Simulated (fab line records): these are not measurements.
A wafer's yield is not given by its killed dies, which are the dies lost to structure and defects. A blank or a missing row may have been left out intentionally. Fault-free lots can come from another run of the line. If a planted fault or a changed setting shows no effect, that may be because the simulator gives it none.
Struck lot and sound lot, side by side ; flow nandHarc ; 15 out of 1302 route steps
Sound: wafers L259.2, L259.3, L259.5. Struck: wafer L246.6 (L246.3, L246.4, from the same lot, were not struck and are left out); the cause is given at the end.
Order at every step that has rows: each side's tool, ch and its chambers, its first start. Under that, the readings that differ: sound wafers ; struck wafers ; difference of the means ; sigmas: that difference in standard deviations of wafers without a fault.
alike: words and numbers the same on both sides, and readings whose means are apart by under 2 such deviations; not compared: readings that were withheld, readings missing a value for some wafer, numbers with overlapping values and no deviation given by the record, and bounds like >300 which may hide the same value.
The two part at a step that has a row with sigmas, a row that says differs or no value, or rows on one side only. When numbers do not overlap yet have no deviation, they are printed without sigmas and do not part them. A reading that every wafer of one side lacks parts them only if that side has two wafers or more.

NHARC_P_M0_OVL_MEAS_10: pitch 180 nm.
  struck on overlay-01, day 8 22:11; sound on overlay-01, day 13 21:16
  alike: overlayXNm, overlayYNm
NHARC_P_M0_INSPECT_11:
  struck on defectInspect-01, day 8 22:13; sound on defectInspect-01, day 13 21:18
  alike: rawDefectCount
then, 1 step without rows for these wafers: NHARC_P_M0_DESCUM_14 (chemistry O2, time 3 s).
NHARC_P_M0_ETCH_34: etches the open film in N2/H2, target depth 40 nm, overetch 12 nm, time 43.94 s.
  sound on rieDiel-12 ch 0,1, day 13 21:29; struck on rieDiel-10 ch 1, day 8 22:22
reading;sound;struck;difference;sigmas
showerheadPlenumPTorr (Torr);1.89 1.97 1.89;2.07;+0.15;+3
  alike: biasW, drypumpMotorCurrentA, oesProductAu, rfFwdPowerW, rfVppV, throttleValvePct
  not compared: rfHoursCounterH
then, 1 step without rows for these wafers: NHARC_P_M0_ETCH_15 (etches the open film in C4F8/Ar, target depth 150 nm, overetch 15 nm, time 82.5 s).
NHARC_P_M0_CD_MEAS_16:
  struck on cdSem-03, day 8 22:35; sound on cdSem-02, day 13 21:48
  alike: cdNm
then, 2 steps without rows for these wafers: NHARC_P_M0_STRIP_18 (strips in N2/H2); NHARC_P_M0_STRIP_19 (strips in post etch residue remover, time 600 s).
NHARC_P_M0_DEGAS_28: time 60 s.
  struck on pvdSputter-02, day 8 23:11; sound on pvdSputter-02, day 13 22:26
  alike: heaterPowerW
NHARC_P_M0_PRE_CLEAN_29: time 30 s.
  sound on pvdSputter-02; struck on pvdSputter-02
  alike: heaterPowerW
NHARC_P_M0_PVD_20: deposits TaN, target thk 5 nm, time 8.06 s.
  sound on pvdSputter-02; struck on pvdSputter-02
reading;sound;struck;difference;sigmas
throttleValvePct (%);29.2 30.5 29.7;27.5;-2.3;-2
then, 1 step without rows for these wafers: NHARC_P_M0_PVD_21 (deposits Cu, target thk 30 nm, time 20.49 s).
NHARC_P_M0_ECD_22: material Cu, target thk 400 nm.
  sound on ecdCu-01 ch 0,1, day 13 22:46; struck on ecdCu-01 ch 0, day 8 23:39
  alike: bathTempC
NHARC_P_M0_ANNEAL_30: time 90 s.
  sound on rtpAnneal-02 ch 0, day 13 23:12; struck on rtpAnneal-02 ch 0, day 9 00:02
  alike: wafer_temp_C_max
NHARC_P_M0_CMP_23: polishes, t overpolish 20 s, target thk 117.54 nm.
  sound on cmp-02 ch 0,2,3, day 13 23:33; struck on cmp-04 ch 2, day 9 00:20
reading;sound;struck;difference;sigmas
timeToEndpointS (s);30 28 33;8;-22;-7
  alike: motorCurrentA
  not compared: padLifeWafers

WHERE THEY PART
Last at NHARC_P_M0_CMP_23 as far as this record goes, first at NHARC_P_M0_ETCH_34.

WHY: whatever the simulator had introduced
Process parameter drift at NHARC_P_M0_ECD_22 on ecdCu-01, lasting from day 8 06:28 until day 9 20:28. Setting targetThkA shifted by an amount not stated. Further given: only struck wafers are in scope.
